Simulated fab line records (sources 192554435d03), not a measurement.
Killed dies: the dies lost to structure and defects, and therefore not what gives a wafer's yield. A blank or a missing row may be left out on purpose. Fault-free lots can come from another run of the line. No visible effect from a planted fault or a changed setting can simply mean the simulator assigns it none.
fab line records	flow n5-finfet
record lots=6	wafers=18	last-day=15
route steps=1938 shown BEOL_M14@1758 PASSIVATION@1936
lots with no fault: from the same line, run without faults
start-h: start of the lot's first displayed wafer, in hours after the record's first day	wait-h: time in hours since the lot's previous step	" unchanged from the row above	L1.1+2: a row that stands for several wafers	- either no value or no given start	* or withheld: withheld	< > ~ a bound
route shown NAME@n: NAME is a module with steps in the file, n the number in the route of the first one	usual: the fault-free wafers' mean and standard deviation	same: alike in all rows	chamber/n: place in a boat	sites: per-site readings	_std_site: standard deviation of those values	_edge_site: inner sites' mean taken away from outer sites' mean	radius-mm: for every site, how far away it sits from the centre of the wafer	mask NAME#n: copy n	behind: the last tool/chamber to shape the wafer	hold: why the lot went on hold/how many hours it stayed there/how the hold came to an end	device: transistor that didn't switch, given as n, p or np	end of line: the same wafers' tests at the end of the route	a step given without rows: its recipe and nothing more	killed: count of dies lost to structure and defects at first sort (not the wafer's yield)	map: per-die view of a wafer (x killed, . not killed, _ where there is no die)
set.NAME: the setting that was run; set.NAME@STEP: the one run at that earlier step	model.NAME: the simulator's own value behind a step, which no gauge read
a table for each step, a row for each wafer; lots at some steps of the route
services: the hour from which a tool's chamber was out of use, counted from the record's first day as start-h (under 0 if before that day), plus the number of hours and why
## steps
# step N5_BEOL_M14_PRECLEAN_39
# recipe chemistry=residue-remover	time-s=60	temp-c=40
# step N5_BEOL_M14_SRD_40
# recipe time-s=30	temp-c=23	rinse-liquid=diw	dry=n2-spin	spin-rpm=1500	dry-time-s=30
# step N5_BEOL_M14_DEGAS_41
# recipe ambient=vacuum	temp-c=300	time-s=60
# usual heater-power-w=447/48
lot.wafer	tool	chamber	start-h	wait-h	heater-power-w
L112.2	pvd-sputter-01	-	251.23	0.3	451
L112.3	"	-	"	"	424
L112.6	"	-	"	"	407
L113.1	pvd-sputter-03	-	268.29	0.3	468
L113.4	"	-	"	"	420
L113.5	"	-	"	"	423
L116.2	pvd-sputter-02	-	280.71	0.1	468
L116.4	"	-	"	"	450
L116.6	"	-	"	"	451
L118.2	pvd-sputter-03	-	294.31	0.3	425
L118.4	"	-	"	"	466
L118.5	"	-	"	"	476
L120.1	pvd-sputter-03	-	294.67	0.4	470
L120.2	"	-	"	"	460
L120.6	"	-	"	"	467
L126.1	pvd-sputter-02	-	328.91	0.3	375
L126.3	"	-	"	"	569
L126.5	"	-	"	"	462
# step N5_BEOL_M14_PRE_CLEAN_42
# recipe gas=H2/He	time-s=30	temp-c=300
# usual heater-power-w=445/46
lot.wafer	tool	chamber	start-h	wait-h	heater-power-w
L112.2	pvd-sputter-01	-	251.27	0.0	443
L112.3	"	-	"	"	413
L112.6	"	-	"	"	436
L113.1	pvd-sputter-03	-	268.33	0.0	455
L113.4	"	-	"	"	417
L113.5	"	-	"	"	429
L116.2	pvd-sputter-02	-	280.75	0.0	454
L116.4	"	-	"	"	434
L116.6	"	-	"	"	458
L118.2	pvd-sputter-03	-	294.35	0.0	428
L118.4	"	-	"	"	458
L118.5	"	-	"	"	475
L120.1	pvd-sputter-03	-	294.71	0.0	471
L120.2	"	-	"	"	459
L120.6	"	-	"	"	451
L126.1	pvd-sputter-02	-	328.95	0.0	353
L126.3	"	-	"	"	530
L126.5	"	-	"	"	447
# step N5_BEOL_M14_SPUTTER_43
# recipe material=TaN	target-thk-a=150	temp-c=50	bias-v=168.6	power-w=15000	chamber-pressure-pa=0.12	time-s=24.19
# usual throttle-valve-pct=30.0/1.5
lot.wafer	tool	chamber	start-h	wait-h	throttle-valve-pct
L112.2	pvd-sputter-01	-	251.31	0.0	29.7
L112.3	"	-	"	"	29.3
L112.6	"	-	"	"	30.5
L113.1	pvd-sputter-03	-	268.37	0.0	30.9
L113.4	"	-	"	"	31.5
L113.5	"	-	"	"	28.0
L116.2	pvd-sputter-02	-	280.79	0.0	28.5
L116.4	"	-	"	"	30.9
L116.6	"	-	"	"	28.5
L118.2	pvd-sputter-03	-	294.39	0.0	27.7
L118.4	"	-	"	"	30.8
L118.5	"	-	"	"	31.2
L120.1	pvd-sputter-03	-	294.75	0.0	31.0
L120.2	"	-	"	"	28.6
L120.6	"	-	"	"	31.0
L126.1	pvd-sputter-02	-	328.99	0.0	32.3
L126.3	"	-	"	"	29.1
L126.5	"	-	"	"	28.5
# step N5_BEOL_M14_SPUTTER_44
# recipe material=Ta	target-thk-a=150	temp-c=50	bias-v=80	power-w=15000	chamber-pressure-pa=0.07	time-s=24.19
# step N5_BEOL_M14_SPUTTER_45
# recipe material=Cu	target-thk-a=1000	temp-c=-20	bias-v=60	power-w=26000	chamber-pressure-pa=0.13	time-s=16.67
# usual chuck-gas-flow-sccm=1.27/0.051	throttle-valve-pct=30.0/1.4
lot.wafer	tool	chamber	start-h	wait-h	chuck-gas-flow-sccm	throttle-valve-pct
L112.2	pvd-sputter-01	-	251.47	0.0	1.32	30.0
L112.3	"	-	"	"	1.28	29.2
L112.6	"	-	"	"	1.18	30.5
L113.1	pvd-sputter-03	-	268.53	0.0	1.22	31.0
L113.4	"	-	"	"	1.17	31.4
L113.5	"	-	"	"	1.32	27.9
L116.2	pvd-sputter-02	-	280.95	0.0	1.27	28.5
L116.4	"	-	"	"	1.25	31.0
L116.6	"	-	"	"	1.15	28.4
L118.2	pvd-sputter-03	-	294.55	0.0	1.30	27.9
L118.4	"	-	"	"	1.23	30.9
L118.5	"	-	"	"	1.27	30.7
L120.1	pvd-sputter-03	-	294.91	0.0	1.25	31.1
L120.2	"	-	"	"	1.21	28.4
L120.6	"	-	"	"	1.27	30.8
L126.1	pvd-sputter-02	-	329.15	0.0	1.18	32.4
L126.3	"	-	"	"	1.33	29.0
L126.5	"	-	"	"	1.18	28.5
# step N5_BEOL_M14_ECD_47
# recipe material=Cu	target-thk-a=12480
# step N5_BEOL_M14_ANNEAL_48
# recipe temp-c=225	time-s=90	ambient=N2
# step N5_BEOL_M14_CMP_49
# recipe stop-on=SiO2	t-overpolish-s=5.2	down-force-psi=2	platen-rpm=80	clearing-platen-down-force-psi=2	clearing-platen-rpm=80	post-cmp-clean=cu-alkaline	target-thk-nm=560	clearing-platen-pad-velocity-m-s=1.5917	pad-velocity-m-s=1.5917
# usual barrier-field-endpoint-s=11.33/0.3	motor-current-A=7.9/0.9	overpolish-run-s=5.201/0.0093	time-to-endpoint-s=122/5
lot.wafer	tool	chamber	start-h	wait-h	barrier-field-endpoint-s	motor-current-A	overpolish-run-s	time-to-endpoint-s
L112.3	cmp-04	2	252.22	0.3	11.67	8.6	5.196	129
L112.2	"	3	"	"	12.02	6.9	5.214	135
L112.6	"	1	"	"	11.59	8.6	5.190	125
L113.4	cmp-01	3	269.19	0.2	11.15	7.4	5.220	119
L113.1	"	0	"	"	11.27	8.3	5.198	124
L113.5	"	2	"	"	10.97	8.0	5.180	117
L116.4	cmp-03	1	281.93	0.2	11.11	8.5	5.202	115
L116.2	"	2	"	"	11.01	8.3	5.202	112
L116.6	"	0	"	"	10.89	9.5	5.201	110
L118.2	cmp-03	3	295.19	0.2	11.35	8.0	5.215	122
L118.4	"	1	"	"	11.40	8.7	5.202	121
L118.5	"	2	"	"	11.18	7.9	5.189	120
L120.1	cmp-03	2	295.55	0.3	11.25	8.2	5.203	121
L120.2	"	0	"	"	11.70	8.9	5.174	124
L120.6	"	2	"	"	11.52	8.1	5.183	124
L126.3	cmp-03	0	330.50	0.4	11.22	9.6	5.200	120
L126.1	"	3	"	"	11.31	7.9	5.199	118
L126.5	"	1	"	"	11.47	8.6	5.200	125
# step N5_BEOL_M14_THK_MEAS_50
# recipe thk-meas-gauge=xrf	reads=Cu_of_BEOL_M14_ECD_47
# usual M14_THK=567/16
lot.wafer	tool	chamber	start-h	wait-h	M14_THK[nm]
L112.2	film-metro-01	-	252.44	-	581
L112.3	"	-	"	"	565
L112.6	"	-	"	"	592
L113.1	film-metro-01	-	269.45	-	539
L113.4	"	-	"	"	557
L113.5	"	-	"	"	583
L116.2	film-metro-02	-	282.18	-	568
L116.4	"	-	"	"	557
L116.6	"	-	"	"	573
L118.2	film-metro-01	-	295.44	-	553
L118.4	"	-	"	"	568
L118.5	"	-	"	"	572
L120.1	film-metro-01	-	295.81	-	569
L120.2	"	-	"	"	588
L120.6	"	-	"	"	588
L126.1	film-metro-02	-	330.80	-	570
L126.3	"	-	"	"	561
L126.5	"	-	"	"	564
# step N5_BEOL_M14_PRE_CLEAN_52
# recipe gas=NH3	time-s=15	temp-c=withheld	rf-power-w=300
# step N5_BEOL_M14_DEP_53
# recipe material=SiCN	target-thk-a=500	temp-c=withheld	precursor=3MS/NH3	pressure-torr=3	rf-w=675	time-s=17.8
# usual showerhead-plenum-p-Torr=4.151/0.023	throttle-valve-pct=18.1/0.74
lot.wafer	tool	chamber	start-h	wait-h	showerhead-plenum-p-Torr	since-wet-clean-h	throttle-valve-pct	model.SiCN_of_BEOL_M14_DEP_53.thk-nm
L112.2	pecvd-03	0	252.50	0.0	4.149	1319	19.1	49.6
L112.3	"	1	"	"	4.163	2044	18.1	49.4
L112.6	"	0	"	"	4.141	-	19.0	49.8
L113.1	pecvd-04	1	269.51	0.0	4.139	416	17.5	49.2
L113.4	"	0	"	"	4.151	-	18.6	50
L113.5	"	2	"	"	4.114	-	18.6	51.2
L116.2	pecvd-03	0	282.24	0.0	4.141	1349	19.3	47.2
L116.4	"	2	"	"	4.201	-	16.5	50.4
L116.6	"	1	"	"	4.155	-	17.8	48
L118.2	pecvd-03	1	295.51	0.0	4.167	2087	18.2	47.2
L118.4	"	1	"	"	4.167	-	18.1	49.2
L118.5	"	0	"	"	4.137	-	19.0	49.4
L120.1	pecvd-04	1	295.87	0.0	4.137	443	17.8	50
L120.2	"	2	"	"	4.107	507	18.9	50.2
L120.6	"	0	"	"	4.158	-	18.9	50.6
L126.1	pecvd-04	2	330.86	0.0	4.111	542	18.7	49.4
L126.3	"	0	"	"	4.154	853	18.4	49
L126.5	"	2	"	"	4.123	-	18.8	49.4
# step N5_BEOL_M14_RS_MEAS_54
# recipe thk-meas-gauge=four-point-probe	reads=Cu_of_BEOL_M14_ECD_47+Ta_of_BEOL_M14_SPUTTER_44+TaN_of_BEOL_M14_SPUTTER_43
# usual M14_RS=0.0333/0.00094
lot.wafer	tool	chamber	start-h	wait-h	M14_RS[ohm/sq]
L112.2	film-metro-01	-	252.57	0.1	0.0324
L112.3	"	-	"	"	0.0336
L112.6	"	-	"	"	0.0317
L113.1	film-metro-01	-	269.58	0.0	0.0348
L113.4	"	-	"	"	0.0339
L113.5	"	-	"	"	0.0323
L116.2	film-metro-01	-	282.31	0.1	0.0332
L116.4	"	-	"	"	0.0339
L116.6	"	-	"	"	0.0329
L118.2	film-metro-02	-	295.57	0.1	0.0342
L118.4	"	-	"	"	0.0332
L118.5	"	-	"	"	0.0331
L120.1	film-metro-01	-	295.93	0.0	0.0331
L120.2	"	-	"	"	0.0321
L120.6	"	-	"	"	0.0320
L126.1	film-metro-02	-	330.93	0.0	0.0332
L126.3	"	-	"	"	0.0337
L126.5	"	-	"	"	0.0335
# step N5_PASSIVATION_PROBE_49
# usual defect-limited-yield=90.9/1.5	killed_at_M0_to_M3=35/10	killed_at_M4_up=14/5.2	killed-at-contacts=13/7.3	killed-at-front-end=42/12	killed-at-other=3.4/2.5	killed-dies=108/18	killed-on-rim=14/4.2	killed-open=70/13	killed-short=35/8	sort_bin_5_function=5.4/1	sort_bin_6_memory=3.4/0.71	sort-n-pass=1072/18	sort-yield-pct=90.9/1.5
# same gross-dies=1180	killed-at-back-side=0	sort_bin_4_leakage[%]=0	sort_bin_8_speed[%]=0
lot.wafer	tool	chamber	start-h	wait-h	defect-limited-yield[%]	killed_at_M0_to_M3	killed_at_M4_up	killed-at-contacts	killed-at-front-end	killed-at-other	killed-dies	killed-on-rim	killed-open	killed-short	sort_bin_5_function[%]	sort_bin_6_memory[%]	sort-n-pass	sort-yield-pct[%]
L116.2	prober-02	-	303.45	0.1	92.4	18	9	29	28	6	90	12	61	27	4.5	3.0	1090	92.4
L116.4	prober-02	-	303.55	0.2	89.9	38	11	17	46	7	119	16	87	32	6.0	3.6	1061	89.9
L116.6	prober-02	-	303.65	0.3	92.9	20	14	14	34	2	84	12	50	32	4.1	2.9	1096	92.9
# killed by level:class
L116.2 MOL_CONTACT_COAG:geometric-particle:open=26 FIN_SAQP:geometric-particle:open=5 GATE_CUT:geometric-particle:short=5 STI_FIN_REVEAL:geometric-particle:open=4 BEOL_M4:geometric-particle:open=4 BEOL_M3:geometric-particle:short=4 GATE_CUT:geometric-particle:open=3 MOL_CONTACT_COAG:geometric-particle:short=3
L116.4 STI_FIN_REVEAL:geometric-particle:open=18 FIN_SAQP:geometric-particle:open=14 BEOL_M0:geometric-particle:open=14 MOL_CONTACT_COAG:geometric-particle:open=11 BEOL_M2:geometric-particle:open=7 MOL_CONTACT_COAG:geometric-particle:short=6 MIM_TOP:geometric-particle:short=6 FIN_SAQP:geometric-particle:short=5
L116.6 MOL_CONTACT_COAG:geometric-particle:open=13 FIN_SAQP:geometric-particle:short=8 FIN_SAQP:geometric-particle:open=6 STI_FIN_REVEAL:geometric-particle:open=5 BEOL_M0_SAQP:geometric-particle:open=5 BEOL_M0_SAQP:geometric-particle:short=4 GATE_CUT:geometric-particle:short=3 BEOL_M3:geometric-particle:open=3
## services
tool	chamber	start-h	hours	kind
pecvd-04	0	228.15	2.1	scheduled-down
cmp-03	-	238.35	2.4	repair
cmp-01	-	256.07	10.5	repair
cmp-03	-	263.56	1.7	repair
cmp-04	-	265.44	5.6	pm
pecvd-03	-	266.75	2.8	pm
cmp-03	-	289.50	4.0	pm
cmp-03	-	293.50	-	consumable-replace:conditioner
cmp-03	-	293.50	-	consumable-replace:pad
pvd-sputter-01	-	297.03	20.4	repair
cmp-03	-	297.22	4.2	pm
pecvd-03	0	297.36	2.1	scheduled-down
cmp-04	-	302.21	1.7	repair
cmp-03	-	311.08	1.1	repair
## key
first-sign none at tools or gauges
model-effect step=N5_BEOL_M14_DEP_53	value=SiCN_of_BEOL_M14_DEP_53.thk-nm	without=49.2	struck=47.47
met-at N5_BEOL_M14_DEP_53
struck-wafers L116.2,L116.6,L118.2
onset-between 252.50 282.24
fault kind=process-parameter-drift	tool=pecvd-03	chamber=-	onset-h=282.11	steps=N5_BEOL_M14_DEP_53	channel=time-s	offset=*	shape=step	end-h=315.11	scope=struck-wafers-only	acts-in=*	stated=*
